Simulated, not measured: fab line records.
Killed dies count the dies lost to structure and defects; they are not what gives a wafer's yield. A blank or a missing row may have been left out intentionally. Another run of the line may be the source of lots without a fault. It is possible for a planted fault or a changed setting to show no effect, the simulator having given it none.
fab line records	flow n5-finfet
record lots=7	wafers=39
route steps=1938 shown ZERO_LAYER@4 PMOS_HMC_CHANNEL_EPI@64 SD_EPI_N@288 HKMG_FIN@412 MOL_CONTACT_COAG@616 BEOL_M0@721 BEOL_M1@818 BEOL_M7@1323 BEOL_M10@1470 BEOL_M12@1639 MIM_TOP@1838 PASSIVATION@1936
start-h: the number of hours between the record's first day and the start of the first shown wafer of the lot	wait-h: hours elapsed since this lot's preceding step	" unchanged from the row above	L1.1+2: a row that stands for several wafers	- no value, or no start was given	* or withheld: withheld	< > ~ a bound
route shown NAME@n: names a module that has steps shown in the file, with the first one's number in the route	usual: mean/standard deviation taken from wafers without a fault	same: alike in all rows	chamber/n: place in a boat	sites: readings site by site	_std_site: their standard deviation	_edge_site: inner sites' mean taken away from outer sites' mean	radius-mm: how far each site lies from the wafer's centre	mask NAME#n: copy n	behind: tool/chamber where the wafer was last shaped	hold: cause of the lot's hold/its duration in hours/its outcome	device: transistor that didn't switch, given as n, p or np	end of line: at the end of the route, the tests of the same wafers	a step given without rows: its recipe and nothing more	killed: dies that structure and defects cost at the first sort, which is not the same as the wafer's yield	map: per-die view of a wafer (x killed, . not killed, _ where there is no die)
set.NAME: the setting that was run; set.NAME@STEP: the one run at that earlier step	model.NAME: the simulator's own value behind a step, which no gauge read
lots whose settings were changed on purpose; a table a step, a row a wafer
## steps
# step N5_ZERO_LAYER_PECVD_02
# recipe material=SiO2	target-thk-a=100	temp-c=400	precursor=SiH4/N2O	pressure-torr=0.75	rf-w=275	time-s=6
# step N5_PMOS_HMC_CHANNEL_EPI_DEVELOP_08
# recipe develop-time-s=30	developer=TMAH	resist=CAR-ArF-block	dev-temp-c=23	rinse-liquid=diw	dry=air-spin
# step N5_SD_EPI_N_EPI_21
# recipe material=Si:P	dopant=P	temp-c=680	pressure-torr=255	time-s=690
# step N5_HKMG_FIN_ALD_79
# recipe material=TiN	target-thk-a=15	temp-c=400	ald-precursor-family=TiCl4	ald-co-reactant=NH3	pulse-time-s=1	purge-time-s=3	co-reactant-purge-time-s=2	co-reactant-pulse-time-s=2	ald-cycles=68	pressure-torr=3
# step N5_MOL_CONTACT_COAG_ETCH_124
# recipe chemistry=CH3F/O2	target=SiNx	target-depth-a=65	mask-material=SOC	stop-on=SiOC	over-etch-frac=0.3	ion-energy-ev=120	pressure-mtorr=30	source-w=395	bias-w=73	Ar_flow_sccm=150	CH3F_flow_sccm=30	O2_flow_sccm=20	ends=end-point
# step N5_BEOL_M0_TRENCH_ETCH_107
# recipe chemistry=C4F6/O2	target-depth-a=328	target=SiOC	time-s=16.4	ion-energy-ev=250	pressure-mtorr=30	source-w=355	bias-w=185	Ar_flow_sccm=300	C4F6_flow_sccm=10	O2_flow_sccm=10
# step N5_BEOL_M1_SPUTTER_81
# recipe material=Cu	target-thk-a=45	temp-c=-20	chamber-pressure-pa=0.07	power-w=withheld	time-s=8.29
# step N5_BEOL_M7_SPUTTER_48
# recipe material=Cu	target-thk-a=100	temp-c=-20	bias-v=60	power-w=26000	chamber-pressure-pa=0.13	time-s=1.667
# step N5_BEOL_M10_ILD_DEP_00
# recipe material=SiCOH_lowk	target-thk-a=3085.1	temp-c=300	precursor=DEMS/porogen	pressure-torr=5	rf-w=500	time-s=58
# step N5_BEOL_M12_TRENCH_ETCH_34
# recipe chemistry=C4F8/O2/Ar	target=SiOC	target-depth-a=3189.5	mask-material=SOC	pressure-mtorr=30	source-w=3000	bias-w=700	Ar_flow_sccm=400	C4F8_flow_sccm=15	O2_flow_sccm=8	he-inner-torr=15	he-outer-torr=30	time-s=125.5	ion-energy-ev=250
# step N5_MIM_TOP_SPUTTER_03
# recipe material=TiN	target-thk-a=350	temp-c=200	power-w=3000	chamber-pressure-pa=0.49996	gas=Ar	reactive-partial-pa=0.37997	time-s=89.7
# step N5_PASSIVATION_PROBE_49
# usual sort_bin_5_function=5.1/0.85	sort_bin_6_memory=3.3/0.66
lot.wafer	tool	chamber	start-h	wait-h	set.time-s@ZERO_LAYER_PECVD_02	set.develop-time-s@PMOS_HMC_CHANNEL_EPI_DEVELOP_08	set.time-s@SD_EPI_N_EPI_21	set.ald-cycles@HKMG_FIN_ALD_79	set.target-depth-a@MOL_CONTACT_COAG_ETCH_124	set.target-depth-a@BEOL_M0_TRENCH_ETCH_107	set.target-thk-a@BEOL_M1_SPUTTER_81	set.target-thk-a@BEOL_M7_SPUTTER_48	set.time-s@BEOL_M10_ILD_DEP_00	set.time-s@BEOL_M12_TRENCH_ETCH_34	set.target-thk-a@MIM_TOP_SPUTTER_03	sort_bin_5_function[%]	sort_bin_6_memory[%]
L075.1	prober-02	-	291.22	0.0	6	30	690	91	52.59	328	45	56.05	58	166.3	158.1	7.8	4.9
L075.2	prober-02	-	291.27	0.1	8.295	30	967.1	68	65	328	45	100	58	125.5	350	4.3	2.4
L075.3	prober-02	-	291.32	0.1	6	30	967.1	91	65	328	29.02	100	58	166.3	158.1	4.8	3.6
L075.4	prober-02	-	291.37	0.2	8.295	30	967.1	68	52.59	328	45	56.05	58	125.5	158.1	8.6	4.9
L075.5	prober-02	-	291.42	0.2	8.295	30	690	91	65	328	29.02	56.05	58	166.3	350	6.7	5.1
L075.6	prober-02	-	291.47	0.3	6	30	690	68	52.59	328	29.02	100	58	125.5	350	5.8	3.8
L077.1	prober-02	-	300.87	0.0	6	30	690	68	65	476.9	45	100	58	125.5	350	4.6	2.4
L077.2	prober-02	-	300.92	0.1	6	30	690	68	90.39	328	45	73.37	71.3	172.2	350	4.7	4.3
L077.3	prober-02	-	300.97	0.1	6	42.58	690	68	90.39	476.9	45	100	71.3	172.2	350	4.6	3.1
L077.4	prober-02	-	301.02	0.2	6	42.58	941.5	68	65	476.9	45	73.37	58	125.5	350	5.3	4.7
L077.5	prober-02	-	301.07	0.2	6	42.58	941.5	68	65	328	45	100	58	172.2	350	6.0	4.4
L077.6	prober-02	-	301.12	0.3	6	30	941.5	68	90.39	328	45	73.37	71.3	125.5	350	5.1	3.1
L081.1	prober-01	-	321.37	0.0	6	30	690	68	65	328	45	42.66	58	76.09	541.1	12.9	8.4
L081.2	prober-01	-	321.42	0.1	6	44.19	690	68	65	236.9	45	42.66	46.85	125.5	541.1	16.4	9.3
L081.3	prober-01	-	321.47	0.1	6	44.19	690	68	65	328	68.81	100	46.85	125.5	350	4.8	2.9
L081.4	prober-01	-	321.52	0.2	6	30	690	68	65	236.9	45	100	58	125.5	541.1	5.5	3.1
L081.5	prober-01	-	321.57	0.2	6	30	690	68	65	328	68.81	100	46.85	76.09	350	4.2	2.9
L081.6	prober-01	-	321.62	0.3	6	44.19	690	68	65	236.9	68.81	42.66	58	76.09	350	12.4	7.1
L082.1	prober-01	-	332.20	0.0	6	30	690	68	65	328	45	100	58	125.5	350	4.0	2.7
L082.4	prober-01	-	332.35	0.2	6	30	690	68	65	328	45	100	58	125.5	350	5.8	2.7
L082.6	prober-01	-	332.45	0.3	6	30	690	68	65	328	45	100	58	125.5	350	5.3	3.4
L084.1	prober-02	-	346.92	0.0	6	21.31	690	53	30.19	328	45	61.53	71.67	91.98	231.9	95.3	4.4
L084.2	prober-02	-	346.97	0.1	6	21.31	920.8	68	65	328	45	61.53	58	125.5	350	4.7	5.0
L084.3	prober-02	-	347.02	0.1	6	30	920.8	53	30.19	328	45	100	58	125.5	231.9	97.1	2.8
L084.4	prober-02	-	347.07	0.2	6	30	690	68	65	328	65.74	61.53	58	91.98	350	7.2	4.3
L084.5	prober-02	-	347.12	0.2	6	30	920.8	68	30.19	328	65.74	100	71.67	125.5	231.9	96.0	3.6
L084.6	prober-02	-	347.17	0.3	6	21.31	690	53	65	328	65.74	100	71.67	91.98	350	93.6	2.3
L085.1	prober-02	-	365.95	0.0	6	30	690	68	65	169.3	54.36	126.1	58	186.6	350	6.5	4.6
L085.2	prober-02	-	366.00	0.1	6	30	690	68	65	328	54.36	126.1	66.8	125.5	350	4.2	2.9
L085.3	prober-02	-	366.05	0.1	6	30	384.4	68	65	328	45	126.1	66.8	125.5	513	6.4	3.4
L085.4	prober-02	-	366.10	0.2	6	30	690	68	65	169.3	45	100	58	186.6	350	6.9	3.6
L085.5	prober-02	-	366.15	0.2	6	30	384.4	68	65	169.3	54.36	100	66.8	186.6	513	6.0	4.7
L085.6	prober-02	-	366.20	0.3	6	30	384.4	68	65	328	45	100	58	125.5	513	5.0	3.1
L097.1	prober-02	-	442.73	0.6	3.962	30	690	68	80.48	153.7	19.35	119.3	58	85.7	446.3	5.3	3.7
L097.2	prober-02	-	442.78	0.6	6	30	690	94	80.48	328	45	119.3	84.79	125.5	350	96.4	3.1
L097.3	prober-02	-	442.83	0.7	6	13.61	690	94	65	153.7	19.35	100	58	125.5	350	5.8	3.6
L097.4	prober-02	-	442.88	0.7	3.962	13.61	690	94	80.48	328	19.35	100	84.79	85.7	446.3	96.2	3.5
L097.5	prober-02	-	442.93	0.8	6	30	690	68	65	153.7	45	100	58	125.5	446.3	5.8	3.2
L097.6	prober-02	-	442.98	0.8	3.962	13.61	690	68	65	328	45	119.3	84.79	85.7	350	95.8	3.9
# killed by level:class
L075.1 BEOL_M7:interface-void-opened=57 FIN_SAQP:geometric-particle:short=12 DUMMY_GATE:geometric-particle:open=10 FIN_SAQP:geometric-particle:open=8 STI_FIN_REVEAL:geometric-particle:open=6 BEOL_M1:geometric-particle:open=5 MOL_CONTACT_COAG:geometric-particle:open=4 BEOL_M2:geometric-particle:open=4
L075.2 MOL_CONTACT_COAG:geometric-particle:open=10 FIN_SAQP:geometric-particle:open=6 FIN_SAQP:geometric-particle:short=5 STI_FIN_REVEAL:geometric-particle:open=5 DUMMY_GATE:geometric-particle:open=5 GATE_CUT:geometric-particle:open=5 BEOL_M0:geometric-particle:open=4 BEOL_M7:geometric-particle:open=4
L075.3 MOL_CONTACT_COAG:geometric-particle:open=17 BEOL_M0_SAQP:geometric-particle:open=10 FIN_SAQP:geometric-particle:open=8 BEOL_M4:geometric-particle:short=7 BEOL_M0_SAQP:geometric-particle:short=6 BEOL_M3:geometric-particle:open=5 FIN_SAQP:geometric-particle:short=4 BEOL_M2:geometric-particle:open=4
L075.4 BEOL_M7:interface-void-opened=58 MOL_CONTACT_COAG:geometric-particle:open=15 BEOL_M1:geometric-particle:open=9 STI_FIN_REVEAL:geometric-particle:open=8 BEOL_M0_SAQP:geometric-particle:short=6 GATE_CUT:geometric-particle:open=5 BEOL_M0:geometric-particle:open=5 FIN_SAQP:geometric-particle:short=4
L075.5 BEOL_M7:interface-void-opened=52 MOL_CONTACT_COAG:geometric-particle:open=11 BEOL_M0_SAQP:geometric-particle:open=7 BEOL_M1:geometric-particle:open=7 GATE_CUT:geometric-particle:short=6 BEOL_M0:geometric-particle:open=5 BEOL_M4:geometric-particle:open=5 FIN_SAQP:geometric-particle:open=3
L075.6 BEOL_M2:geometric-particle:open=10 STI_FIN_REVEAL:geometric-particle:open=9 BEOL_M0_SAQP:geometric-particle:short=8 FIN_SAQP:geometric-particle:open=7 GATE_CUT:geometric-particle:open=7 BEOL_M0_SAQP:geometric-particle:open=7 GATE_CUT:geometric-particle:short=6 FIN_SAQP:geometric-particle:short=5
L077.1 FIN_SAQP:geometric-particle:short=12 FIN_SAQP:geometric-particle:open=7 MOL_CONTACT_COAG:geometric-particle:open=7 BEOL_M2:geometric-particle:open=6 BEOL_M4:geometric-particle:open=6 BEOL_M0_SAQP:geometric-particle:open=5 GATE_CUT:geometric-particle:short=4 BEOL_M2:geometric-particle:short=4
L077.2 MOL_CONTACT_COAG:geometric-particle:open=19 FIN_SAQP:geometric-particle:open=9 BEOL_M7:interface-void-opened=9 BEOL_M4:geometric-particle:open=8 FIN_SAQP:geometric-particle:short=7 STARTING-WAFER:geometric-particle:open=6 BEOL_M2:geometric-particle:open=5 DUMMY_GATE:geometric-particle:open=5
L077.3 BEOL_M4:geometric-particle:open=19 FIN_SAQP:geometric-particle:open=11 MOL_CONTACT_COAG:geometric-particle:open=6 BEOL_M3:geometric-particle:open=6 BEOL_M5:geometric-particle:open=5 STARTING-WAFER:geometric-particle:short=5 FIN_SAQP:geometric-particle:short=4 ILD0:geometric-particle:short=4
L077.4 MOL_CONTACT_COAG:geometric-particle:open=15 BEOL_M7:interface-void-opened=11 FIN_SAQP:geometric-particle:open=8 ILD0:geometric-particle:short=8 BEOL_M2:geometric-particle:open=7 BEOL_M0_SAQP:geometric-particle:open=6 BEOL_M0_SAQP:geometric-particle:short=6 BEOL_M3:geometric-particle:open=6
L077.5 MOL_CONTACT_COAG:geometric-particle:open=24 BEOL_M2:geometric-particle:open=14 BEOL_M4:geometric-particle:open=10 FIN_SAQP:geometric-particle:open=9 STARTING-WAFER:geometric-particle:open=7 FIN_SAQP:geometric-particle:short=6 MOL_CONTACT_COAG:geometric-particle:short=6 BEOL_M0_SAQP:geometric-particle:short=6
L077.6 FIN_SAQP:geometric-particle:open=10 BEOL_M7:interface-void-opened=10 BEOL_M4:geometric-particle:open=8 BEOL_M1:geometric-particle:open=7 BEOL_M2:geometric-particle:open=7 BEOL_M5:geometric-particle:open=7 GATE_CUT:geometric-particle:short=6 BEOL_M4:geometric-particle:short=5
L081.1 MIM_TOP:area-sputter=926 BEOL_M7:interface-void-opened=167 MOL_CONTACT_COAG:geometric-particle:open=11 STI_FIN_REVEAL:geometric-particle:open=8 BEOL_M0_SAQP:geometric-particle:open=7 BEOL_M5:geometric-particle:open=7 BEOL_M1:geometric-particle:short=6 STI_FIN_REVEAL:geometric-particle:short=4
L081.2 MIM_TOP:area-sputter=869 BEOL_M7:interface-void-opened=191 MOL_CONTACT_COAG:geometric-particle:open=17 BEOL_M2:geometric-particle:open=12 STI_FIN_REVEAL:geometric-particle:open=11 BEOL_M0_SAQP:geometric-particle:short=10 BEOL_M0_SAQP:geometric-particle:open=8 MOL_CONTACT_COAG:geometric-particle:short=6
L081.3 STI_FIN_REVEAL:geometric-particle:open=15 MOL_CONTACT_COAG:geometric-particle:open=9 BEOL_M0_SAQP:geometric-particle:short=9 BEOL_M4:geometric-particle:short=9 BEOL_M1:geometric-particle:open=5 FIN_SAQP:geometric-particle:open=4 BEOL_M0_SAQP:geometric-particle:open=4 MOL_CONTACT_COAG:geometric-particle:short=3
L081.4 MIM_TOP:area-sputter=1076 FIN_SAQP:geometric-particle:short=10 FIN_SAQP:geometric-particle:open=9 STI_FIN_REVEAL:geometric-particle:open=9 MOL_CONTACT_COAG:geometric-particle:open=9 BEOL_M0_SAQP:geometric-particle:open=8 DUMMY_GATE:geometric-particle:open=8 BEOL_M4:geometric-particle:open=5
L081.5 BEOL_M4:geometric-particle:open=10 BEOL_M12:area-ecd=10 BEOL_M2:geometric-particle:open=9 MOL_CONTACT_COAG:geometric-particle:open=8 BEOL_M0_SAQP:geometric-particle:open=5 FIN_SAQP:geometric-particle:short=4 BEOL_M3:geometric-particle:open=4 BEOL_M8:geometric-particle:open=4
L081.6 BEOL_M7:interface-void-opened=162 FIN_SAQP:geometric-particle:open=10 BEOL_M0_SAQP:geometric-particle:open=10 BEOL_M12:area-ecd=9 BEOL_M2:geometric-particle:open=6 BEOL_M5:geometric-particle:open=4 STI_FIN_REVEAL:geometric-particle:open=3 BEOL_M0_SAQP:geometric-particle:short=3
L082.1 MOL_CONTACT_COAG:geometric-particle:open=16 FIN_SAQP:geometric-particle:short=10 FIN_SAQP:geometric-particle:open=7 BEOL_M0_SAQP:geometric-particle:short=6 MOL_CONTACT_COAG:geometric-particle:short=5 ILD0:geometric-particle:open=3 BEOL_M1:geometric-particle:short=3 PASS1_CAP:geometric-particle:short=3
L082.4 FIN_SAQP:geometric-particle:short=20 MOL_CONTACT_COAG:geometric-particle:open=10 BEOL_M4:geometric-particle:open=8 FIN_SAQP:geometric-particle:open=6 STARTING-WAFER:geometric-particle:short=5 BEOL_M2:geometric-particle:open=4 GATE_CUT:geometric-particle:short=4 BEOL_M0_SAQP:geometric-particle:open=4
L082.6 FIN_SAQP:geometric-particle:short=13 MOL_CONTACT_COAG:geometric-particle:open=13 FIN_SAQP:geometric-particle:open=9 BEOL_M0_SAQP:geometric-particle:short=9 DUMMY_GATE:geometric-particle:open=8 BEOL_M2:geometric-particle:open=6 BEOL_M0_SAQP:geometric-particle:open=5 BEOL_M4:geometric-particle:short=4
L084.1 MOL_CONTACT_COAG:area-etch=1032 BEOL_M7:interface-void-opened=44 MOL_CONTACT_COAG:geometric-particle:open=11 FIN_SAQP:geometric-particle:short=10 STI_FIN_REVEAL:geometric-particle:open=6 BEOL_M0_SAQP:geometric-particle:short=6 BEOL_M1:geometric-particle:open=6 BEOL_M2:geometric-particle:open=6
L084.2 BEOL_M7:interface-void-opened=47 BEOL_M1:geometric-particle:open=7 HKMG_FIN:area-etch=6 STI_FIN_REVEAL:geometric-particle:open=5 MOL_CONTACT_COAG:geometric-particle:open=5 BEOL_M0:geometric-particle:open=5 STI_FIN_REVEAL:geometric-particle:short=3 GATE_CUT:geometric-particle:open=3
L084.3 MOL_CONTACT_COAG:area-etch=1103 BEOL_M1:geometric-particle:open=7 FIN_SAQP:geometric-particle:open=6 MOL_CONTACT_COAG:geometric-particle:open=6 BEOL_M0_SAQP:geometric-particle:open=4 BEOL_M2:geometric-particle:open=4 BEOL_M3:geometric-particle:open=3 STI_FIN_REVEAL:geometric-particle:open=3
L084.4 BEOL_M7:interface-void-opened=45 STI_FIN_REVEAL:geometric-particle:open=16 MOL_CONTACT_COAG:geometric-particle:open=15 BEOL_M0_SAQP:geometric-particle:open=9 BEOL_M0_SAQP:geometric-particle:short=7 BEOL_M3:geometric-particle:open=7 BEOL_M4:geometric-particle:open=5 FIN_SAQP:geometric-particle:short=4
L084.5 MOL_CONTACT_COAG:area-etch=1085 MOL_CONTACT_COAG:geometric-particle:open=14 BEOL_M2:geometric-particle:open=8 FIN_SAQP:geometric-particle:open=7 STI_FIN_REVEAL:geometric-particle:open=6 BEOL_M1:geometric-particle:open=6 SPACER0:geometric-particle:open=5 GATE_CUT:geometric-particle:short=5
L084.6 BEOL_M10:area-etch=1047 MOL_CONTACT_COAG:geometric-particle:open=11 BEOL_M0_SAQP:geometric-particle:short=9 STI_FIN_REVEAL:geometric-particle:open=7 BEOL_M8:geometric-particle:open=7 FIN_SAQP:geometric-particle:short=6 GATE_CUT:geometric-particle:short=6 BEOL_M3:geometric-particle:open=6
L085.1 MOL_CONTACT_COAG:geometric-particle:open=20 FIN_SAQP:geometric-particle:open=14 BEOL_M2:geometric-particle:open=13 MOL_CONTACT_COAG:geometric-particle:short=10 BEOL_M4:geometric-particle:open=10 STI_FIN_REVEAL:geometric-particle:open=7 DUMMY_GATE:geometric-particle:open=7 FIN_SAQP:geometric-particle:short=6
L085.2 FIN_SAQP:geometric-particle:open=18 MOL_CONTACT_COAG:geometric-particle:open=8 BEOL_M0_SAQP:geometric-particle:open=5 FIN_SAQP:geometric-particle:short=4 STI_FIN_REVEAL:geometric-particle:open=4 DUMMY_GATE:geometric-particle:open=4 BEOL_M1:geometric-particle:open=3 MOL_CONTACT_COAG:geometric-particle:short=3
L085.3 MIM_TOP:area-sputter=1063 STI_FIN_REVEAL:geometric-particle:open=14 BEOL_M0_SAQP:geometric-particle:short=12 FIN_SAQP:geometric-particle:open=11 DUMMY_GATE:geometric-particle:open=10 MOL_CONTACT_COAG:geometric-particle:open=10 BEOL_M0_SAQP:geometric-particle:open=7 GATE_CUT:geometric-particle:short=6
L085.4 STI_FIN_REVEAL:geometric-particle:open=23 FIN_SAQP:geometric-particle:open=16 BEOL_M2:geometric-particle:open=12 MOL_CONTACT_COAG:geometric-particle:open=10 DUMMY_GATE:geometric-particle:open=7 BEOL_M4:geometric-particle:open=7 BEOL_M0_SAQP:geometric-particle:open=6 BEOL_M7:geometric-particle:open=6
L085.5 MIM_TOP:area-sputter=1051 MOL_CONTACT_COAG:geometric-particle:open=17 FIN_SAQP:geometric-particle:open=15 BEOL_M0_SAQP:geometric-particle:short=9 DUMMY_GATE:geometric-particle:open=8 BEOL_M0_SAQP:geometric-particle:open=8 BEOL_M1:geometric-particle:open=8 STI_FIN_REVEAL:geometric-particle:open=7
L085.6 MIM_TOP:area-sputter=1084 MOL_CONTACT_COAG:geometric-particle:open=22 FIN_SAQP:geometric-particle:open=10 STI_FIN_REVEAL:geometric-particle:open=5 MOL_CONTACT_COAG:geometric-particle:short=5 BEOL_M0_SAQP:geometric-particle:open=5 BEOL_M2:geometric-particle:open=5 BEOL_M5:geometric-particle:open=5
L097.1 MIM_TOP:area-sputter=1067 FIN_SAQP:geometric-particle:open=22 MOL_CONTACT_COAG:geometric-particle:open=15 FIN_SAQP:geometric-particle:short=14 BEOL_M0_SAQP:geometric-particle:short=8 BEOL_M1:geometric-particle:short=8 MOL_CONTACT_COAG:geometric-particle:short=6 STI_FIN_REVEAL:geometric-particle:open=5
L097.2 BEOL_M10:area-etch=1058 FIN_SAQP:geometric-particle:open=18 FIN_SAQP:geometric-particle:short=14 MOL_CONTACT_COAG:geometric-particle:open=11 STI_FIN_REVEAL:geometric-particle:open=8 BEOL_M0_SAQP:geometric-particle:open=8 BEOL_M1:geometric-particle:open=7 BEOL_M3:geometric-particle:open=7
L097.3 FIN_SAQP:geometric-particle:open=23 HKMG_FIN:area-etch=11 FIN_SAQP:geometric-particle:short=10 STI_FIN_REVEAL:geometric-particle:open=10 MOL_CONTACT_COAG:geometric-particle:open=8 BEOL_M3:geometric-particle:open=7 DUMMY_GATE:geometric-particle:open=5 BEOL_M0_SAQP:geometric-particle:short=5
L097.4 BEOL_M10:area-etch=1074 STI_FIN_REVEAL:geometric-particle:open=12 BEOL_M0_SAQP:geometric-particle:short=12 FIN_SAQP:geometric-particle:short=9 FIN_SAQP:geometric-particle:open=9 BEOL_M1:geometric-particle:open=8 DUMMY_GATE:geometric-particle:open=6 MOL_CONTACT_COAG:geometric-particle:open=6
L097.5 MIM_TOP:area-sputter=1068 FIN_SAQP:geometric-particle:open=18 MOL_CONTACT_COAG:geometric-particle:open=15 BEOL_M0_SAQP:geometric-particle:open=9 BEOL_M0_SAQP:geometric-particle:short=9 STI_FIN_REVEAL:geometric-particle:open=7 DUMMY_GATE:geometric-particle:open=6 FIN_SAQP:geometric-particle:short=5
L097.6 BEOL_M10:area-etch=1057 FIN_SAQP:geometric-particle:open=14 BEOL_M1:geometric-particle:open=13 MOL_CONTACT_COAG:geometric-particle:open=13 DUMMY_GATE:geometric-particle:open=9 FIN_SAQP:geometric-particle:short=8 BEOL_M0_SAQP:geometric-particle:short=8 DUMMY_GATE:geometric-particle:short=6
## key
split step=N5_ZERO_LAYER_PECVD_02	setting=time-s	stated-as=6
response none clear
split step=N5_PMOS_HMC_CHANNEL_EPI_DEVELOP_08	setting=develop-time-s	stated-as=30
response none clear
split step=N5_SD_EPI_N_EPI_21	setting=time-s	stated-as=690
response none clear
split step=N5_HKMG_FIN_ALD_79	setting=ald-cycles	stated-as=68
response none clear
split step=N5_MOL_CONTACT_COAG_ETCH_124	setting=target-depth-a	stated-as=65
response none clear
split step=N5_BEOL_M0_TRENCH_ETCH_107	setting=target-depth-a	stated-as=328
response none clear
split step=N5_BEOL_M1_SPUTTER_81	setting=target-thk-a	stated-as=45
response none clear
split step=N5_BEOL_M7_SPUTTER_48	setting=target-thk-a	stated-as=100
response step=N5_PASSIVATION_PROBE_49	reading=sort_bin_6_memory	slope=-0.0593	per=1%	together-with=all	explained=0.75
split step=N5_BEOL_M10_ILD_DEP_00	setting=time-s	stated-as=58
response step=N5_PASSIVATION_PROBE_49	reading=sort_bin_5_function	slope=+1.61	per=1%	together-with=all	explained=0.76
split step=N5_BEOL_M12_TRENCH_ETCH_34	setting=time-s	stated-as=125.5
response none clear
split step=N5_MIM_TOP_SPUTTER_03	setting=target-thk-a	stated-as=350
response none clear
